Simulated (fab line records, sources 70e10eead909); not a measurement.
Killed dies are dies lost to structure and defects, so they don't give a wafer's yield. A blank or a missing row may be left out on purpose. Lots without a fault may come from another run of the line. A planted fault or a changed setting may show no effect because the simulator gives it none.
Which tool did it? | flow nand_harc | 21 lots, 63 wafers sampled, at 6 steps of a route of 1159

WHAT THE GAUGES READ, wafer by wafer
The record holds no reading of a measuring or inspecting step that can be judged against a usual standard deviation.

WHICH TOOL RAN EACH LOT (tool, then ch and the chambers of the sampled wafers, then the start)
lot  | NHARC_A_CONTACT_ETCH_122             | NHARC_A_CONTACT_ETCH_96                       | NHARC_A_CONTACT_DESCUM_74          | NHARC_A_CONTACT_ETCH_125             | NHARC_A_CONTACT_ETCH_97                       | NHARC_A_CONTACT_ETCH_106
L074 | har_cap_etch-02 ch 0, day 16 06:22   | rie_diel-02 ch 0,1,3, day 16 12:55 or earlier | rie_diel-02 ch 0,2, day 16 12:55   | har_cap_etch-02 ch 0,1, day 16 14:16 | rie_diel-11 ch 0,2, day 16 16:12              | rie_diel-12 ch 0,3, day 16 16:35
L075 | har_cap_etch-01 ch 0,1, day 16 17:25 | rie_diel-02 ch 0,2, day 16 22:27 or earlier   | rie_diel-11 ch 1,2,3, day 16 22:27 | har_cap_etch-01 ch 0,1, day 17 00:19 | rie_diel-11 ch 0,2,3, day 17 03:08 or earlier | rie_diel-11 ch 0,1,3, day 17 03:08
L076 | har_cap_etch-02 ch 1, day 16 18:14   | rie_diel-02 ch 1,3, day 16 23:25 or earlier   | rie_diel-11 ch 0,3, day 16 23:25   | har_cap_etch-02 ch 0,1, day 17 01:12 | rie_diel-02 ch 1,2,3, day 17 03:24 or earlier | rie_diel-02 ch 0,2, day 17 03:24
L078 | har_cap_etch-02 ch 0,1, day 17 00:23 | rie_diel-02 ch 0,1,2, day 17 05:04 or earlier | rie_diel-11 ch 1,2, day 17 05:04   | har_cap_etch-03 ch 0,1, day 17 06:25 | rie_diel-02 ch 2,3, day 17 08:37 or earlier   | rie_diel-02 ch 0,3, day 17 08:37
L077 | har_cap_etch-03 ch 0,1, day 17 00:50 | rie_diel-11 ch 0,2,3, day 17 05:40 or earlier | rie_diel-02 ch 1,2,3, day 17 05:40 | har_cap_etch-01 ch 1, day 17 07:06   | rie_diel-12 ch 1,2,3, day 17 09:52 or earlier | rie_diel-11 ch 2,3, day 17 09:52
L079 | har_cap_etch-01 ch 0,1, day 17 19:29 | rie_diel-12 ch 0,1,2, day 18 01:41 or earlier | rie_diel-02 ch 0,2,3, day 18 01:41 | har_cap_etch-02 ch 0,1, day 18 03:28 | rie_diel-02 ch 0,2,3, day 18 05:43 or earlier | rie_diel-02 ch 0,1,3, day 18 05:43
L080 | har_cap_etch-03 ch 0,1, day 18 04:40 | rie_diel-02 ch 0,3, day 18 12:50 or earlier   | rie_diel-02 ch 1,2, day 18 12:50   | har_cap_etch-01 ch 0,1, day 18 14:15 | rie_diel-02 ch 0,2,3, day 18 16:50 or earlier | rie_diel-11 ch 0,1,3, day 18 16:50
L081 | har_cap_etch-01 ch 0,1, day 18 12:25 | rie_diel-11 ch 0,1, day 18 17:00 or earlier   | rie_diel-02 ch 2,3, day 18 17:00   | har_cap_etch-03 ch 0,1, day 18 18:22 | rie_diel-11 ch 1,2, day 18 20:33 or earlier   | rie_diel-11 ch 1,2,3, day 18 20:33
L082 | har_cap_etch-03 ch 0,1, day 18 14:29 | rie_diel-12 ch 0,1, day 18 19:39 or earlier   | rie_diel-12 ch 1,3, day 18 19:39   | har_cap_etch-01 ch 0,1, day 18 21:01 | rie_diel-02 ch 0,2, day 18 23:13 or earlier   | rie_diel-11 ch 0,2, day 18 23:13
L083 | har_cap_etch-02 ch 0,1, day 18 17:10 | rie_diel-11 ch 0,1,3, day 18 21:49 or earlier | rie_diel-12 ch 0,2,3, day 18 21:49 | har_cap_etch-03 ch 0,1, day 18 23:17 | rie_diel-02 ch 0,1,2, day 19 01:49 or earlier | rie_diel-02 ch 0,2,3, day 19 01:49
L086 | har_cap_etch-03 ch 1, day 19 10:13   | rie_diel-02 ch 1,2, day 19 15:04 or earlier   | rie_diel-02 ch 0,1,3, day 19 15:04 | har_cap_etch-02 ch 0,1, day 19 16:56 | rie_diel-02 ch 0,1,2, day 19 19:10 or earlier | rie_diel-02 ch 1,2,3, day 19 19:10
L087 | har_cap_etch-01 ch 0,1, day 19 11:41 | rie_diel-12 ch 0,3, day 19 16:53 or earlier   | rie_diel-11 ch 0,1,2, day 19 16:53 | har_cap_etch-03 ch 0, day 19 18:13   | rie_diel-02 ch 2,3, day 19 20:34 or earlier   | rie_diel-12 ch 1,2, day 19 20:34
L088 | har_cap_etch-03 ch 0,1, day 20 02:42 | rie_diel-02 ch 0,2,3, day 20 08:25 or earlier | rie_diel-02 ch 1,2, day 20 08:25   | har_cap_etch-01 ch 0,1, day 20 09:49 | rie_diel-02 ch 0,1,2, day 20 12:03 or earlier | rie_diel-11 ch 0,3, day 20 12:03
L090 | har_cap_etch-02 ch 0,1, day 20 07:20 | rie_diel-02 ch 0,2,3, day 20 11:56 or earlier | rie_diel-02 ch 0,2,3, day 20 11:56 | har_cap_etch-03 ch 0,1, day 20 13:16 | rie_diel-02 ch 0,1,2, day 20 15:28 or earlier | rie_diel-02 ch 1,2,3, day 20 15:28
L091 | har_cap_etch-01 ch 0,1, day 20 19:35 | rie_diel-12 ch 0,1, day 21 00:08 or earlier   | rie_diel-02 ch 2,3, day 21 00:08   | har_cap_etch-03 ch 0,1, day 21 01:33 | rie_diel-02 ch 0,2,3, day 21 03:46 or earlier | rie_diel-11 ch 2,3, day 21 03:46
L093 | har_cap_etch-03 ch 1, day 20 21:16   | rie_diel-02 ch 0,1,3, day 21 02:28 or earlier | rie_diel-11 ch 0,1, day 21 02:28   | har_cap_etch-02 ch 0,1, day 21 03:56 | rie_diel-11 ch 0,1, day 21 07:16 or earlier   | rie_diel-11 ch 0,3, day 21 07:16
L094 | har_cap_etch-01 ch 0, day 21 00:31   | rie_diel-02 ch 0,1, day 21 07:37 or earlier   | rie_diel-11 ch 0,1,3, day 21 07:37 | har_cap_etch-02 ch 0,1, day 21 08:59 | rie_diel-02 ch 0,1,3, day 21 11:19            | rie_diel-02 ch 1,3, day 21 11:44
L092 | har_cap_etch-01 ch 0,1, day 21 08:10 | rie_diel-12 ch 1,3, day 21 14:14 or earlier   | rie_diel-02 ch 2,3, day 21 14:14   | har_cap_etch-03 ch 0,1, day 21 15:35 | rie_diel-02 ch 2,3, day 21 17:50 or earlier   | rie_diel-02 ch 0,1,3, day 21 17:50
L097 | har_cap_etch-03 ch 1, day 22 03:26   | rie_diel-11 ch 0,2, day 22 08:04 or earlier   | rie_diel-12 ch 2,3, day 22 08:04   | har_cap_etch-03 ch 0,1, day 22 09:35 | rie_diel-11 ch 2,3, day 22 11:27              | rie_diel-02 ch 1,2,3, day 22 12:15
L095 | har_cap_etch-02 ch 0,1, day 22 05:40 | rie_diel-11 ch 0,2, day 22 06:48              | rie_diel-02 ch 1,2,3, day 22 10:59 | har_cap_etch-03 ch 0,1, day 22 12:37 | rie_diel-12 ch 0,1,2, day 22 14:50 or earlier | rie_diel-12 ch 0,1,2, day 22 14:50
L096 | har_cap_etch-01 ch 0,1, day 22 07:46 | rie_diel-11 ch 0,2,3, day 22 08:36            | rie_diel-11 ch 0,2,3, day 22 13:17 | har_cap_etch-02 ch 0,1, day 22 15:01 | rie_diel-02 ch 0,1,3, day 22 17:30 or earlier | rie_diel-02 ch 0,1,3, day 22 17:30
- NHARC_A_CONTACT_ETCH_122: etches the open film in C4F8/O2/Ar, time 95 s, target depth 930 nm.
- NHARC_A_CONTACT_ETCH_96: etches the open film in C4F6/O2, target depth 20 nm, time 10 s.
- NHARC_A_CONTACT_DESCUM_74: chemistry O2, time 3 s.
- NHARC_A_CONTACT_ETCH_125: etches the open film in C4F8/O2/Ar, time 155 s, target depth 956 nm.
- NHARC_A_CONTACT_ETCH_97: etches the open film in C4F6/O2, target depth 20 nm, time 10 s.
- NHARC_A_CONTACT_ETCH_106: etches the open film in CF4/O2, target depth 60 nm, overetch 6 nm, time 33 s.

WHAT THE TOOLS THEMSELVES READ (means of the sampled wafers that have a number; where no wafer has one, the mark that the record gives instead)
NHARC_A_CONTACT_ETCH_96. Usual: drypump_motor_current_A 5.6 A, standard deviation 0.52; mfc_ar_sccm 499.9 sccm, standard deviation 1.5; oes_product_au 0.973 a.u., standard deviation 0.025; rf_vpp_V 548 V, standard deviation 3.7; showerhead_plenum_p_Torr 3.97 Torr, standard deviation 0.17; throttle_valve_pct 26.902 %, standard deviation 0.011.
lot  | tool        | drypump_motor_current_A (A) | mfc_ar_sccm (sccm) | oes_product_au (a.u.) | rf_vpp_V (V) | showerhead_plenum_p_Torr (Torr) | throttle_valve_pct (%) | flag
L074 | rie_diel-02 | 5.7                         | 499.1              | 0.967                 | 550          | 4.07                            | 26.905                 |
L075 | rie_diel-02 | 5.8                         | 500.1              | 0.941                 | 546          | 3.83                            | 26.895                 |
L076 | rie_diel-02 | 5.5                         | 498.3              | 0.940                 | 550          | 4.04                            | 26.891                 |
L078 | rie_diel-02 | 5.6                         | 502.8              | 0.939                 | 547          | 3.93                            | 26.901                 |
L077 | rie_diel-11 | 5.3                         | 500.7              | 0.997                 | 551          | 4.15                            | 26.904                 |
L079 | rie_diel-12 | 5.5                         | 499.6              | 0.995                 | 545          | 3.84                            | 26.900                 |
L080 | rie_diel-02 | 6.1                         | 499.1              | 0.993                 | 550          | 4.10                            | 26.911                 |
L081 | rie_diel-11 | 6.0                         | 501.1              | 1.000                 | 545          | 3.88                            | 26.900                 |
L082 | rie_diel-12 | 5.5                         | 500.9              | 0.987                 | 545          | 3.83                            | 26.912                 |
L083 | rie_diel-11 | 5.8                         | 500.6              | 0.953                 | 549          | 4.02                            | 26.908                 |
L086 | rie_diel-02 | 5.1                         | 499.9              | 1.003                 | 546          | 3.89                            | 26.903                 |
L087 | rie_diel-12 | 5.8                         | 498.0              | 0.981                 | 547          | 3.93                            | 26.895                 |
L088 | rie_diel-02 | 5.9                         | 500.2              | 0.945                 | 547          | 3.95                            | 26.902                 |
L090 | rie_diel-02 | 5.9                         | 500.4              | 0.998                 | 547          | 3.95                            | 26.900                 |
L091 | rie_diel-12 | 5.5                         | 500.0              | 0.989                 | 546          | 3.82                            | 26.898                 |
L093 | rie_diel-02 | 5.7                         | 500.9              | 0.987                 | 550          | 4.05                            | 26.906                 |
L094 | rie_diel-02 | 5.4                         | 498.5              | 0.935                 | 548          | 4.02                            | 26.904                 |
L092 | rie_diel-12 | 5.7                         | 500.5              | 0.982                 | 546          | 3.91                            | 26.908                 |
L097 | rie_diel-11 | 5.0                         | 499.1              | 0.956                 | 550          | 4.10                            | 26.904                 |
L095 | rie_diel-11 | 5.0                         | 499.2              | 0.981                 | 551          | 4.15                            | 26.902                 |
L096 | rie_diel-11 | 5.3                         | 500.3              | 0.952                 | 550          | 4.12                            | 26.900                 |

NHARC_A_CONTACT_DESCUM_74. Usual: drypump_motor_current_A 5.6 A, standard deviation 0.53; mfc_ar_sccm 0.009 sccm, standard deviation 0.015; oes_product_au 1.000 a.u., standard deviation 0.0069; rf_vpp_V 57.9 V, standard deviation 0.98; showerhead_plenum_p_Torr 1.93 Torr, standard deviation 0.096; throttle_valve_pct 11.313 %, standard deviation 0.0093.
lot  | tool        | drypump_motor_current_A (A) | mfc_ar_sccm (sccm) | oes_product_au (a.u.) | rf_vpp_V (V) | showerhead_plenum_p_Torr (Torr) | throttle_valve_pct (%) | flag
L074 | rie_diel-02 | 6.0                         | 0.000              | 1.000                 | 57.7         | 1.94                            | 11.315                 |
L075 | rie_diel-11 | 5.7                         | 0.000              | 1.002                 | 58.6         | 1.95                            | 11.313                 |
L076 | rie_diel-11 | 5.4                         | 0.023              | 0.999                 | 58.0         | 2.06                            | 11.303                 |
L078 | rie_diel-11 | 5.3                         | 0.000              | 1.012                 | 57.8         | 1.93                            | 11.309                 |
L077 | rie_diel-02 | 5.4                         | 0.011              | 0.996                 | 57.6         | 1.91                            | 11.321                 |
L079 | rie_diel-02 | 5.9                         | 0.011              | 0.998                 | 57.4         | 1.93                            | 11.324                 |
L080 | rie_diel-02 | 5.3                         | 0.000              | 1.001                 | 57.5         | 1.84                            | 11.307                 |
L081 | rie_diel-02 | 5.6                         | 0.011              | 1.000                 | 57.0         | 1.85                            | 11.313                 |
L082 | rie_diel-12 | 5.3                         | 0.023              | 1.003                 | 58.0         | 1.86                            | 11.309                 |
L083 | rie_diel-12 | 5.8                         | 0.003              | 0.998                 | 58.4         | 1.92                            | 11.315                 |
L086 | rie_diel-02 | 5.7                         | 0.011              | 1.002                 | 58.0         | 1.99                            | 11.317                 |
L087 | rie_diel-11 | 5.4                         | 0.011              | 0.996                 | 58.4         | 1.95                            | 11.304                 |
L088 | rie_diel-02 | 5.1                         | 0.000              | 0.993                 | 56.6         | 1.89                            | 11.312                 |
L090 | rie_diel-02 | 5.9                         | 0.011              | 1.006                 | 57.9         | 1.93                            | 11.310                 |
L091 | rie_diel-02 | 5.7                         | 0.023              | 1.010                 | 58.0         | 1.92                            | 11.321                 |
L093 | rie_diel-11 | 5.5                         | 0.023              | 1.000                 | 57.9         | 1.97                            | 11.307                 |
L094 | rie_diel-11 | 5.8                         | 0.011              | 1.005                 | 58.0         | 1.96                            | 11.309                 |
L092 | rie_diel-02 | 5.6                         | 0.011              | 0.997                 | 57.9         | 1.85                            | 11.319                 |
L097 | rie_diel-12 | 5.9                         | 0.007              | 0.999                 | 57.2         | 1.91                            | 11.313                 |
L095 | rie_diel-02 | 5.4                         | 0.011              | 0.993                 | 58.3         | 1.90                            | 11.318                 |
L096 | rie_diel-11 | 5.3                         | 0.011              | 1.002                 | 57.8         | 2.02                            | 11.323                 |

NHARC_A_CONTACT_ETCH_97. Usual: drypump_motor_current_A 5.6 A, standard deviation 0.5; mfc_ar_sccm 500.0 sccm, standard deviation 1.6; oes_product_au 0.956 a.u., standard deviation 0.023; rf_vpp_V 548 V, standard deviation 3.7; showerhead_plenum_p_Torr 3.97 Torr, standard deviation 0.18; throttle_valve_pct 26.903 %, standard deviation 0.0086.
lot  | tool        | drypump_motor_current_A (A) | mfc_ar_sccm (sccm) | oes_product_au (a.u.) | rf_vpp_V (V) | showerhead_plenum_p_Torr (Torr) | throttle_valve_pct (%) | flag
L074 | rie_diel-11 | 5.0                         | 501.1              | 0.997                 | 551          | 4.18                            | 26.908                 |
L075 | rie_diel-11 | 5.2                         | 499.3              | 0.949                 | 551          | 4.15                            | 26.907                 |
L076 | rie_diel-02 | 5.4                         | 499.8              | 0.941                 | 548          | 3.91                            | 26.909                 |
L078 | rie_diel-02 | 5.6                         | 498.9              | 0.940                 | 544          | 3.81                            | 26.905                 |
L077 | rie_diel-12 | 5.6                         | 499.5              | 0.989                 | 546          | 3.89                            | 26.901                 |
L079 | rie_diel-02 | 5.9                         | 500.1              | 0.938                 | 549          | 3.96                            | 26.907                 |
L080 | rie_diel-02 | 5.9                         | 499.8              | 0.961                 | 547          | 3.96                            | 26.896                 |
L081 | rie_diel-11 | 5.8                         | 501.4              | 0.951                 | 545          | 3.83                            | 26.904                 |
L082 | rie_diel-02 | 6.0                         | 499.0              | 0.938                 | 547          | 3.97                            | 26.901                 |
L083 | rie_diel-02 | 5.6                         | 499.1              | 1.005                 | 547          | 3.93                            | 26.896                 |
L086 | rie_diel-02 | 5.6                         | 501.1              | 0.958                 | 547          | 3.93                            | 26.905                 |
L087 | rie_diel-02 | 5.7                         | 499.9              | 0.958                 | 547          | 3.94                            | 26.899                 |
L088 | rie_diel-02 | 5.6                         | 499.8              | 0.947                 | 547          | 3.92                            | 26.902                 |
L090 | rie_diel-02 | 5.6                         | 500.6              | 0.941                 | 547          | 3.92                            | 26.906                 |
L091 | rie_diel-02 | 5.9                         | 502.4              | 0.940                 | 547          | 3.95                            | 26.901                 |
L093 | rie_diel-11 | 6.0                         | 499.1              | 0.947                 | 545          | 3.87                            | 26.895                 |
L094 | rie_diel-02 | 5.7                         | 499.9              | 0.943                 | 550          | 4.05                            | 26.905                 |
L092 | rie_diel-02 | 5.6                         | 501.2              | 0.956                 | 544          | 3.80                            | 26.901                 |
L097 | rie_diel-11 | 5.2                         | 500.2              | 0.952                 | 550          | 4.07                            | 26.906                 |
L095 | rie_diel-12 | 5.5                         | 497.9              | 0.946                 | 544          | 3.81                            | 26.903                 |
L096 | rie_diel-02 | 5.7                         | 499.7              | 0.992                 | 549          | 4.05                            | 26.898                 |

NHARC_A_CONTACT_ETCH_106. Usual: cf4_flow_sccm 80.00 sccm, standard deviation 0.25; drypump_motor_current_A 5.6 A, standard deviation 0.53; mfc_ar_sccm 0.009 sccm, standard deviation 0.015; oes_ar_750_au 0.999 a.u., standard deviation 0.0044; oes_product_au 0.999 a.u., standard deviation 0.0084; rf_vpp_V 198.2 V, standard deviation 1.5; showerhead_plenum_p_Torr 1.35 Torr, standard deviation 0.065; throttle_valve_pct 13.396 %, standard deviation 0.0095.
lot  | tool        | cf4_flow_sccm (sccm) | drypump_motor_current_A (A) | mfc_ar_sccm (sccm) | oes_ar_750_au (a.u.) | oes_product_au (a.u.) | rf_vpp_V (V) | showerhead_plenum_p_Torr (Torr) | throttle_valve_pct (%) | flag
L074 | rie_diel-12 | 80.09                | 5.8                         | 0.000              | 0.994                | 0.993                 | 198.6        | 1.36                            | 13.400                 |
L075 | rie_diel-11 | 79.95                | 5.8                         | 0.011              | 1.000                | 1.003                 | 198.4        | 1.38                            | 13.395                 |
L076 | rie_diel-02 | 79.92                | 6.0                         | 0.000              | 0.999                | 1.000                 | 198.3        | 1.36                            | 13.393                 |
L078 | rie_diel-02 | 79.69                | 6.0                         | 0.023              | 0.998                | 1.004                 | 199.9        | 1.40                            | 13.386                 |
L077 | rie_diel-11 | 79.97                | 5.2                         | 0.000              | 0.998                | 1.008                 | 198.9        | 1.40                            | 13.401                 |
L079 | rie_diel-02 | 79.84                | 5.7                         | 0.011              | 0.994                | 0.998                 | 198.5        | 1.39                            | 13.396                 |
L080 | rie_diel-11 | 80.22                | 5.8                         | 0.011              | 0.997                | 1.004                 | 199.2        | 1.37                            | 13.389                 |
L081 | rie_diel-11 | 79.94                | 5.7                         | 0.000              | 0.999                | 1.002                 | 198.4        | 1.35                            | 13.393                 |
L082 | rie_diel-11 | 79.93                | 4.9                         | 0.011              | 1.003                | 0.993                 | 199.1        | 1.41                            | 13.392                 |
L083 | rie_diel-02 | 80.02                | 5.9                         | 0.011              | 0.998                | 0.999                 | 198.1        | 1.35                            | 13.396                 |
L086 | rie_diel-02 | 79.80                | 5.4                         | 0.011              | 1.001                | 1.001                 | 197.5        | 1.33                            | 13.398                 |
L087 | rie_diel-12 | 80.04                | 5.3                         | 0.026              | 1.004                | 0.997                 | 196.6        | 1.28                            | 13.403                 |
L088 | rie_diel-11 | 80.08                | 5.6                         | 0.011              | 0.997                | 1.003                 | 200.7        | 1.42                            | 13.399                 |
L090 | rie_diel-02 | 79.93                | 5.4                         | 0.011              | 1.000                | 0.993                 | 197.8        | 1.33                            | 13.404                 |
L091 | rie_diel-11 | 79.97                | 5.6                         | 0.000              | 1.001                | 1.007                 | 199.2        | 1.40                            | 13.406                 |
L093 | rie_diel-11 | 80.06                | 5.3                         | 0.023              | 0.996                | 1.005                 | 199.9        | 1.43                            | 13.393                 |
L094 | rie_diel-02 | 79.98                | 5.5                         | 0.023              | 0.998                | 0.986                 | 199.1        | 1.38                            | 13.402                 |
L092 | rie_diel-02 | 79.80                | 5.7                         | 0.011              | 1.001                | 0.993                 | 199.1        | 1.38                            | 13.397                 |
L097 | rie_diel-02 | 80.14                | 5.4                         | 0.011              | 0.997                | 1.000                 | 197.1        | 1.33                            | 13.396                 |
L095 | rie_diel-12 | 80.28                | 5.5                         | 0.015              | 1.002                | 1.000                 | 197.2        | 1.29                            | 13.406                 |
L096 | rie_diel-02 | 79.87                | 5.6                         | 0.011              | 1.001                | 0.997                 | 198.3        | 1.38                            | 13.391                 |

THE ANSWER, worked out from the rows above alone
Rule: a lot is off if the mean of its wafers that have a number lies more than 3 standard deviations from the usual mean. A lot without any number at a reading at which 4 lots or more have one is off too. The other lots that the step has rows for count as sound. The gauges are gone through in route order, then the tools' own readings, and for those a lot's mean is taken as printed above. The first step at which some lot is off is used, and at that step the reading that is off furthest; a lot without a number counts as furthest.
No lot is off at any reading shown: from this, nothing can be told.

WHAT THE SIMULATOR HAD PUT IN
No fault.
